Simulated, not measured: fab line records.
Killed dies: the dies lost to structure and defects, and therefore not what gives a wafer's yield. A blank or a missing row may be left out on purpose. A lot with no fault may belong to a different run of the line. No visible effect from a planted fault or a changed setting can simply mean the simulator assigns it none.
2 desks looking at one fault / flow nand harc / each desk holds nothing but its own numbers, with what lay behind them at the end

== FOR THE TOOL OWNER'S DESK: pecvd-03 ==
The tool's own readings at NHARC_A_CHANNEL_HOLE_D1_DEP_01 (deposits SiON, target thk 140 nm): means of the sampled wafers that have a number, for each lot that ran on this tool. Marked OUT: a lot whose mean sits more than 4 standard deviations from the usual mean, which makes it out of limits; the brackets give that distance.
Columns: A = chamber pressure Torr at NHARC_A_CHANNEL_HOLE_D1_DEP_01, usual 3.500 Torr; B = heater power outer w at NHARC_A_CHANNEL_HOLE_D1_DEP_01, usual 439 W; C = heater power w at NHARC_A_CHANNEL_HOLE_D1_DEP_01, usual 724 W; D = rf fwd power W at NHARC_A_CHANNEL_HOLE_D1_DEP_01, usual 348.7 W
lot=L384; first seen here=day 9 18:08; A=3.505; B=442; C=736; D=349.0
lot=L390; first seen here=day 12 08:08; A=3.493; B=492; C=788; D=347.5
lot=L391; first seen here=day 12 17:03; A=3.498; B=437; C=725; D=350.0
lot=L394; first seen here=day 13 13:07; A=3.510; B=498; C=850; D=348.7
lot=L399; first seen here=day 15 22:49; A=3.501; B=453; C=750; D=404.9 (+51) OUT
lot=L401; first seen here=day 17 03:10; A=3.494; B=456; C=736; D=404.9 (+51) OUT
This desk's finding: out of limits on L399, L401; first on L399, day 15 22:49 (rf fwd power W at NHARC_A_CHANNEL_HOLE_D1_DEP_01). Within limits: L384, L390, L391, L394.

== THE METROLOGY DESK ==
Means of the sampled wafers that have a number, per lot and without regard to the tool the lot ran on: this is what the gauges read. Marked OUT: a lot whose mean sits more than 4 standard deviations from the usual mean, which makes it out of limits; the brackets give that distance.
Columns: A = thk nm at NHARC_A_ONON_D1_THK_MEAS_27, usual 1000 nm; B = thk nm at NHARC_A_ONON_D1_THK_MEAS_30, usual 1002 nm; C = overlay x nm at NHARC_A_CHANNEL_HOLE_D1_OVL_MEAS_11, usual 0.2 nm; D = overlay y nm at NHARC_A_CHANNEL_HOLE_D1_OVL_MEAS_11, usual -0.1 nm
lot=L381; first seen here=day 8 13:19; A=1003; B=1014; C=-0.8; D=1.3
lot=L382; first seen here=day 9 04:38; A=1004; B=1018; C=0.4; D=-2.1
lot=L384; first seen here=day 9 14:58; A=1005; B=1010; C=-0.3; D=0.8
lot=L385; first seen here=day 9 21:46; A=975; B=1005; C=1.4; D=-0.4
lot=L386; first seen here=day 9 21:47; A=1000; B=1005; C=-0.2; D=-0.6
lot=L388; first seen here=day 11 12:16; A=997; B=991; C=-0.9; D=-1.0
lot=L390; first seen here=day 12 05:06; A=1010; B=1003; C=1.0; D=0.3
lot=L391; first seen here=day 12 12:04; A=1007; B=1003; C=0.1; D=-0.3
lot=L392; first seen here=day 12 18:41; A=1008; B=1005; C=0.4; D=-0.2
lot=L394; first seen here=day 13 10:01; A=988; B=1008; C=-0.3; D=-0.4
lot=L399; first seen here=day 15 19:40; A=1002; B=994; C=-0.6; D=0.9
lot=L401; first seen here=day 16 20:56; A=991; B=1004; C=1.3; D=-1.7
lot=L404; first seen here=day 17 20:50; A=1007; B=1001; C=0.3; D=-1.0
This desk's finding: nothing out of limits on any of the 13 lots.

== BROUGHT TOGETHER ==
On L399, L401, at day 15 22:49, an alarm was possible from the tool owner's desk.
Metrology desk: nothing out of limits seen.
The metrology desk has L399, L401 on record, within its limits.
Every lot named ran NHARC_A_CHANNEL_HOLE_D1_DEP_01 on pecvd-03.

== WHAT THE SIMULATOR HAD INSERTED ==
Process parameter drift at NHARC_A_CHANNEL_HOLE_D1_DEP_01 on pecvd-03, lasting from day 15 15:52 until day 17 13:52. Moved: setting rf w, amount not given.
Struck lots among those shown: L399, L401.
Hours from the fault's start to each desk's first reading out of limits: the tool owner's desk, 7.
